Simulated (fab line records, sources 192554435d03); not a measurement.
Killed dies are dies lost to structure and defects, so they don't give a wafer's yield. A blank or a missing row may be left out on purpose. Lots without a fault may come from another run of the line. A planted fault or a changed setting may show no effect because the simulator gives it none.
Split-lot experiment | flow n5_finfet | 7 lots, 21 wafers read, on a route of 1938 steps

THE SPLIT
At N5_BEOL_M13_EXPOSE_25 (exposes mask M13, target cd 210 nm), the setting dose_mj was moved away from the recipe's 22 on 4 of the 21 wafers read, by -2.3% to +2.9%. The other wafers ran this setting at the recipe's value.

FROM THE SPLIT TO THE READING: what the file shows between them, 3 steps
- N5_BEOL_M13_PEB_26: peb time 90 s
- N5_BEOL_M13_DEVELOP_27: develop time 45 s
- N5_BEOL_M13_HARDBAKE_32: time 120 s

THE READING
cd_nm, in nm, at N5_BEOL_M13_CD_MEAS_28 (target cd 209.5 nm). Fault-free wafers of this fab line usually give 209.4 nm, standard deviation 1.2 nm.

wafer  | tool, chamber at the split | dose_mj as run | against the recipe | cd_nm, nm | against lot-mates on the recipe
L080.1 | krf_scanner-02, 0          | 22             | recipe             | 208.9     | -
L080.2 | krf_scanner-02, 0          | 22             | recipe             | 209.0     | -
L080.5 | krf_scanner-02, 0          | 22             | recipe             | 208.6     | -
L087.1 | krf_scanner-02, 0          | 22             | recipe             | 208.4     | -
L087.2 | krf_scanner-02, 0          | 22             | recipe             | 208.5     | -
L087.4 | krf_scanner-02, 0          | 22.63          | +2.9%              | 210.7     | +2.2
L090.1 | krf_scanner-02, 0          | 22             | recipe             | 208.3     | -
L090.5 | krf_scanner-02, 0          | 22             | recipe             | 210.1     | -
L090.6 | krf_scanner-02, 0          | 21.5           | -2.3%              | 207.0     | -2.2
L091.1 | krf_scanner-02, 0          | 22             | recipe             | 208.6     | -
L091.5 | krf_scanner-02, 0          | 22             | recipe             | 209.8     | -
L091.6 | krf_scanner-02, 0          | 22             | recipe             | 208.3     | -
L093.1 | krf_scanner-02, 0          | 22             | recipe             | 208.7     | -
L093.2 | krf_scanner-02, 0          | 22             | recipe             | 208.0     | -
L093.5 | krf_scanner-02, 0          | 22             | recipe             | 207.7     | -
L095.1 | krf_scanner-02, 0          | 22             | recipe             | 208.8     | -
L095.3 | krf_scanner-02, 0          | 22             | recipe             | 208.3     | -
L095.6 | krf_scanner-02, 0          | 22.48          | +2.2%              | 210.0     | +1.4
L096.1 | krf_scanner-01, 0          | 21.54          | -2.1%              | 207.7     | -2.4
L096.3 | krf_scanner-01, 0          | 22             | recipe             | 209.8     | -
L096.6 | krf_scanner-01, 0          | 22             | recipe             | 210.4     | -

THE FIT
A straight line over all 21 wafers: cd_nm changes by +0.642 nm for each +1% of dose_mj; r = +0.70; the points scatter about the line by 0.71 nm.
The same after taking each lot's own level away (the mean of its wafers on the recipe; 21 wafers): +0.874 nm for each +1%; r = +0.89; scatter 0.48 nm.
On that fit, the largest move of dose_mj shifts the reading by 2.5 nm.
The lots' own levels span 208.13 to 210.10 nm, that is 1.6 times the standard deviation above.
So the lot-to-lot level blurs the effect unless lot-mates are compared.
Check: with one of the wafers moved furthest among these (+2.9%) left out of the fit, the line predicts +2.56 nm for it against its lot-mates. It came out at +2.25 nm against them.

OTHER SPLITS ON THESE WAFERS
These wafers also went through other splits before the reading. Each is held against what the fit with the lots' levels taken away leaves over:
other split on the same wafers | wafers away from the commonest value | r with cd_nm (lot level and that fit taken away)
N5_BEOL_M13_ETCH_59 bias_w     | 4                                    | -0.42

THE FILE'S OWN FIT
cd_nm changes by +0.862 nm for each +1% of dose_mj, r = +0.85.
